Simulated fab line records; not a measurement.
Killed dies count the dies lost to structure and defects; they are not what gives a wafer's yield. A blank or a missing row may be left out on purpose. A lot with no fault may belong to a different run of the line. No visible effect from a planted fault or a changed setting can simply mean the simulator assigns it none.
fab line records ; flow n5-finfet ; part 2 of 2: steps 18 to 28 of 28
[record] lots = 5; wafers = 15; last-day = 18
route steps=1938 shown BEOL_M5@1145
lots with no fault: from the same line, run without faults
start-h: hours from the record's first day to the start of the lot's first wafer shown ; wait-h: hours since the lot's step before ; " identical to the entry in the row above ; L1.1+2: a single row standing in for several wafers ; - value missing, or start not given ; * or withheld: withheld ; < > ~ a bound
route shown NAME@n: a module of which the file shows steps, and the number in the route of the first ; usual: average and standard deviation across the fault-free wafers ; same: alike in all rows ; chamber/n: place in a boat ; sites: each site's reading ; _std_site: the standard deviation of these ; _edge_site: the outer-site mean with the inner-site mean subtracted ; radius-mm: how far each site lies from the wafer's centre ; mask NAME#n: copy n ; behind: tool/chamber where the wafer was last shaped ; hold: why the lot was held/for how many hours/how that ended ; device: the transistor (n, p or np) that didn't switch ; end of line: tests run on the same wafers once the route is complete ; for a step that has no rows: nothing shown but its recipe ; killed: dies that structure and defects cost at the first sort, which is not the same as the wafer's yield ; map: dies across one wafer; x = killed, . = not, _ = none there
set.NAME: the setting that was run; set.NAME@STEP: the one run at that earlier step ; model.NAME: the simulator's own value behind a step, which no gauge read
a table for each step, a row for each wafer; lots at some steps of the route
services: the hour from which a tool's chamber was out of use, counted from the record's first day as start-h (under 0 if before that day), plus the number of hours and why
[[steps]]
[step N5_BEOL_M5_STRIP_91]
[recipe] chemistry = N2/H2; time-s = 10; power-w = 450; temp-c = 40; pressure-mtorr = 20; rf-frequency-hz = 6e+07; bias-power-w = 7; n2-flow-sccm = 200; h2-flow-sccm = 200
[usual] drypump-motor-current-A = 5.7/0.49; n2-flow-sccm = 200.1/0.63; oes-product-au = 0.77/0.087; rf-vpp-V = 59.2/0.82; showerhead-plenum-p-Torr = 2.53/0.088; throttle-valve-pct = 23.7/0.33
lot.wafer;tool;chamber;start-h;wait-h;drypump-motor-current-A;n2-flow-sccm;oes-product-au;rf-hours-counter-h;rf-vpp-V;showerhead-plenum-p-Torr;throttle-valve-pct
L075.1;rie-diel-02;1;-;-;6.2;199.1;0.74;187;59.0;2.53;23.7
L075.3;rie-diel-02;0;-;-;5.3;200.3;0.86;32;59.5;2.48;23.7
L075.5;rie-diel-02;2;-;-;5.6;200.3;0.74;-;57.8;2.40;23.6
L090.1;rie-diel-02;3;-;-;5.5;200.1;0.85;72;58.9;2.64;23.3
L090.2;rie-diel-02;2;-;-;5.6;199.7;0.71;244;58.7;2.39;23.6
L090.5;rie-diel-02;1;-;-;6.2;200.5;0.72;-;60.2;2.52;23.7
L092.2;rie-diel-03;3;-;-;5.1;199.9;0.70;238;58.7;2.51;23.9
L092.5;rie-diel-03;2;-;-;5.3;199.4;0.96;-;58.9;2.58;23.2
L092.6;rie-diel-03;3;-;-;5.1;199.2;0.70;-;58.5;2.51;23.8
L095.1;rie-diel-01;3;-;-;6.6;199.5;0.70;213;59.7;2.63;24.1
L095.2;rie-diel-01;1;-;-;6.6;199.0;0.96;6;58.9;2.70;23.1
L095.4;rie-diel-01;2;-;-;5.7;200.0;0.94;13;61.1;2.47;23.5
L097.2;rie-diel-01;1;-;-;6.6;199.3;0.93;11;58.7;2.70;23.2
L097.3;rie-diel-01;2;-;-;5.7;200.7;0.93;19;58.8;2.46;23.5
L097.4;rie-diel-01;0;-;-;5.5;200.8;0.81;79;58.6;2.56;23.2
[step N5_BEOL_M5_OCD_MEAS_38]
[usual] trench-depth-nm = 71.7/1.1
lot.wafer;tool;chamber;start-h;wait-h;trench-depth-nm
L075.1;ocd-01;-;164.67;-;72.3
L075.3;ocd-01;-;164.67;-;70.5
L075.5;ocd-01;-;164.67;-;72.4
L090.1;ocd-02;-;277.83;-;70.8
L090.2;ocd-02;-;277.83;-;71.7
L090.5;ocd-02;-;277.83;-;72.1
L092.2;ocd-01;-;302.10;-;73.1
L092.5;ocd-01;-;302.10;-;72.3
L092.6;ocd-01;-;302.10;-;73.1
L095.1;ocd-02;-;312.10;-;72.4
L095.2;ocd-02;-;312.10;-;72.7
L095.4;ocd-02;-;312.10;-;72.8
L097.2;ocd-02;-;333.32;-;72.7
L097.3;ocd-02;-;333.32;-;72.5
L097.4;ocd-02;-;333.32;-;70.6
[step N5_BEOL_M5_HM_STRIP_39]
[recipe] chemistry = peroxide-tin-strip; material = TiN; target-depth-a = 250; temp-c = 50; time-s = 158
lot.wafer;tool;chamber;start-h;wait-h
L075.1+3+5;wet-bench-03;5,7,0;164.71;0.0
L090.1+2+5;wet-bench-02;4,1,5;277.86;0.0
L092.2+5+6;wet-bench-04;6,2,0;302.13;0.0
L095.1+2+4;wet-bench-04;2,7,6;312.14;0.0
L097.2+3+4;wet-bench-02;4,0,1;333.35;0.0
[step N5_BEOL_M5_SRD_40]
[recipe] time-s = 30; temp-c = 23; rinse-liquid = diw; dry = ipa-marangoni
lot.wafer;tool;chamber;start-h;wait-h
L075.1+3+5;wet-bench-03;5,7,0;164.75;0.0
L090.1+2+5;wet-bench-02;4,1,5;277.91;0.0
L092.2+5+6;wet-bench-04;6,2,0;302.18;0.0
L095.1+2+4;wet-bench-04;2,7,6;312.18;0.0
L097.2+3+4;wet-bench-02;4,0,1;333.40;0.0
[step N5_BEOL_M5_PRECLEAN_42]
[recipe] chemistry = residue-remover; time-s = 60; temp-c = 40
lot.wafer;tool;chamber;start-h;wait-h
L075.1+3+5;wet-bench-03;5,7,0;164.77;0.0
L090.1+2+5;wet-bench-02;4,1,5;277.93;0.0
L092.2+5+6;wet-bench-04;6,2,0;302.20;0.0
L095.1+2+4;wet-bench-04;2,7,6;312.20;0.0
L097.2+3+4;wet-bench-02;4,0,1;333.42;0.0
[step N5_BEOL_M5_SRD_43]
[recipe] time-s = 30; temp-c = 23; rinse-liquid = diw; dry = ipa-marangoni
lot.wafer;tool;chamber;start-h;wait-h
L075.1+3+5;wet-bench-03;5,7,0;164.79;0.0
L090.1+2+5;wet-bench-02;4,1,5;277.94;0.0
L092.2+5+6;wet-bench-04;6,2,0;302.21;0.0
L095.1+2+4;wet-bench-04;2,7,6;312.22;0.0
L097.2+3+4;wet-bench-02;4,0,1;333.43;0.0
[step N5_BEOL_M5_CD_MEAS_35]
[recipe] target-cd-nm = 28; target-cd-y-nm = 24; polarity = opening
[usual] cd-nm = 28.1/0.46
lot.wafer;tool;chamber;start-h;wait-h;cd-nm
L075.1;cd-sem-03;-;164.82;0.0;27.9
L075.3;cd-sem-03;-;164.82;0.0;27.8
L075.5;cd-sem-03;-;164.82;0.0;28.0
L090.1;cd-sem-02;-;277.98;0.0;28.9
L090.2;cd-sem-02;-;277.98;0.0;28.0
L090.5;cd-sem-02;-;277.98;0.0;28.4
L092.2;cd-sem-01;-;302.26;0.0;29.2
L092.5;cd-sem-01;-;302.26;0.0;29.2
L092.6;cd-sem-01;-;302.26;0.0;28.2
L095.1;cd-sem-01;-;312.26;0.0;28.2
L095.2;cd-sem-01;-;312.26;0.0;28.6
L095.4;cd-sem-01;-;312.26;0.0;27.7
L097.2;cd-sem-01;-;333.47;0.0;27.8
L097.3;cd-sem-01;-;333.47;0.0;27.9
L097.4;cd-sem-01;-;333.47;0.0;28.8
[step N5_BEOL_M5_CURE_80]
[recipe] temp-c = 370; time-s = 120; ambient = DMADMS/He; material = SiCOH_lowk
[usual] lamp-power-pct = 52.30/0.058; wafer_temp_C_max = 371.8/0.54
lot.wafer;tool;chamber;start-h;wait-h;lamp-power-pct;wafer_temp_C_max
L075.1;uv-cure-01;1;164.87;0.0;52.22;371.8
L075.3;uv-cure-01;1;164.87;0.0;52.28;371.8
L075.5;uv-cure-01;1;164.87;0.0;52.34;372.8
L090.1;uv-cure-03;1;278.02;0.0;52.35;371.7
L090.2;uv-cure-03;1;278.02;0.0;52.39;371.9
L090.5;uv-cure-03;1;278.02;0.0;52.33;371.8
L092.2;uv-cure-03;2;302.40;0.1;52.14;371.3
L092.5;uv-cure-03;2;302.40;0.1;52.29;371.1
L092.6;uv-cure-03;2;302.40;0.1;52.37;370.8
L095.1;uv-cure-03;0;312.30;0.0;52.28;371.1
L095.2;uv-cure-03;0;312.30;0.0;52.25;370.7
L095.4;uv-cure-03;0;312.30;0.0;52.27;371.0
L097.2;uv-cure-01;2;333.56;0.1;52.35;372.5
L097.3;uv-cure-01;2;333.56;0.1;52.27;372.3
L097.4;uv-cure-01;2;333.56;0.1;52.24;371.9
[step N5_BEOL_M5_DEGAS_44]
[recipe] ambient = vacuum; temp-c = 250; time-s = 60
[usual] heater-power-w = 330/28
lot.wafer;tool;chamber;start-h;wait-h;heater-power-w
L075.1;pvd-sputter-01;-;165.26;0.3;327
L075.3;pvd-sputter-01;-;165.26;0.3;343
L075.5;pvd-sputter-01;-;165.26;0.3;321
L090.1;pvd-sputter-03;-;278.40;0.3;307
L090.2;pvd-sputter-03;-;278.40;0.3;311
L090.5;pvd-sputter-03;-;278.40;0.3;358
L092.2;pvd-sputter-03;-;303.94;1.4;303
L092.5;pvd-sputter-03;-;303.94;1.4;318
L092.6;pvd-sputter-03;-;303.94;1.4;303
L095.1;pvd-sputter-01;-;312.97;0.6;297
L095.2;pvd-sputter-01;-;312.97;0.6;283
L095.4;pvd-sputter-01;-;312.97;0.6;341
L097.2;pvd-sputter-01;-;333.85;0.2;268
L097.3;pvd-sputter-01;-;333.85;0.2;295
L097.4;pvd-sputter-01;-;333.85;0.2;325
[step N5_BEOL_M5_PRE_CLEAN_45]
[recipe] gas = H2/He; time-s = 30; temp-c = 250
[usual] heater-power-w = 330/28
lot.wafer;tool;chamber;start-h;wait-h;heater-power-w
L075.1;pvd-sputter-01;-;165.30;0.0;336
L075.3;pvd-sputter-01;-;165.30;0.0;349
L075.5;pvd-sputter-01;-;165.30;0.0;332
L090.1;pvd-sputter-03;-;278.44;0.0;309
L090.2;pvd-sputter-03;-;278.44;0.0;307
L090.5;pvd-sputter-03;-;278.44;0.0;350
L092.2;pvd-sputter-03;-;303.98;0.0;313
L092.5;pvd-sputter-03;-;303.98;0.0;311
L092.6;pvd-sputter-03;-;303.98;0.0;308
L095.1;pvd-sputter-01;-;313.01;0.0;293
L095.2;pvd-sputter-01;-;313.01;0.0;282
L095.4;pvd-sputter-01;-;313.01;0.0;353
L097.2;pvd-sputter-01;-;333.89;0.0;275
L097.3;pvd-sputter-01;-;333.89;0.0;297
L097.4;pvd-sputter-01;-;333.89;0.0;323
[step N5_BEOL_M5_ALD_86]
[recipe] material = TaN; target-thk-a = *; temp-c = 275; ald-precursor-family = PDMAT; ald-co-reactant = NH3; pressure-torr = 3; carrier-flow-sccm = 1500; pulse-time-s = 2; purge-time-s = 3; co-reactant-purge-time-s = 2; co-reactant-pulse-time-s = 3; ald-cycles = 30; precursor-vessel-temp-c = 75; precursor-vessel-pressure-torr = 26.25; precursor-vessel-carrier-sccm = 1000
[usual] heater-power-w = 425/55
[same] co-reactant-purge-time-s = 2
lot.wafer;tool;chamber;start-h;wait-h;heater-power-w
L075.1;ald-metal-03;2;165.48;0.2;434
L075.3;ald-metal-03;0;165.48;0.2;340
L075.5;ald-metal-03;3;165.48;0.2;481
L090.1;ald-metal-03;0;278.50;0.0;349
L090.2;ald-metal-03;2;278.50;0.0;423
L090.5;ald-metal-03;1;278.50;0.0;492
L092.2;ald-metal-01;2;304.09;0.1;513
L092.5;ald-metal-01;3;304.09;0.1;418
L092.6;ald-metal-01;0;304.09;0.1;407
L095.1;ald-metal-02;3;313.09;0.1;357
L095.2;ald-metal-02;1;313.09;0.1;460
L095.4;ald-metal-02;0;313.09;0.1;462
L097.2;ald-metal-02;0;333.95;0.0;465
L097.3;ald-metal-02;3;333.95;0.0;355
L097.4;ald-metal-02;2;333.95;0.0;362
[[services]]
tool;chamber;start-h;hours;kind
euv-scanner-01;-;150.64;1.0;pm
uv-cure-03;-;156.28;0.6;repair
euv-scanner-01;-;175.46;4.6;pm
euv-scanner-02;-;183.49;1.0;pm
uv-cure-03;-;192.98;0.3;repair
euv-scanner-02;-;193.67;0.5;repair
ald-metal-03;-;195.59;0.6;repair
ald-metal-03;-;203.08;0.5;repair
rie-diel-02;-;204.96;14.6;pm
uv-cure-03;-;208.83;2.1;pm
euv-scanner-01;-;208.91;1.0;pm
rie-diel-01;3;218.89;5.0;repair
rie-diel-02;0;225.17;5.2;repair
euv-scanner-01;-;236.38;5.8;pm
rie-diel-01;2;237.75;12.4;repair
euv-scanner-01;-;258.46;1.8;repair
euv-scanner-01;-;262.94;1.0;pm
uv-cure-03;-;264.08;1.0;pm
wet-bench-03;-;289.85;4.6;repair
rie-diel-02;2;301.04;12.7;repair
euv-scanner-01;-;315.20;0.2;repair
euv-scanner-01;-;319.11;1.0;pm
uv-cure-03;-;323.29;7.1;pm
rie-diel-01;1;326.94;2.6;repair
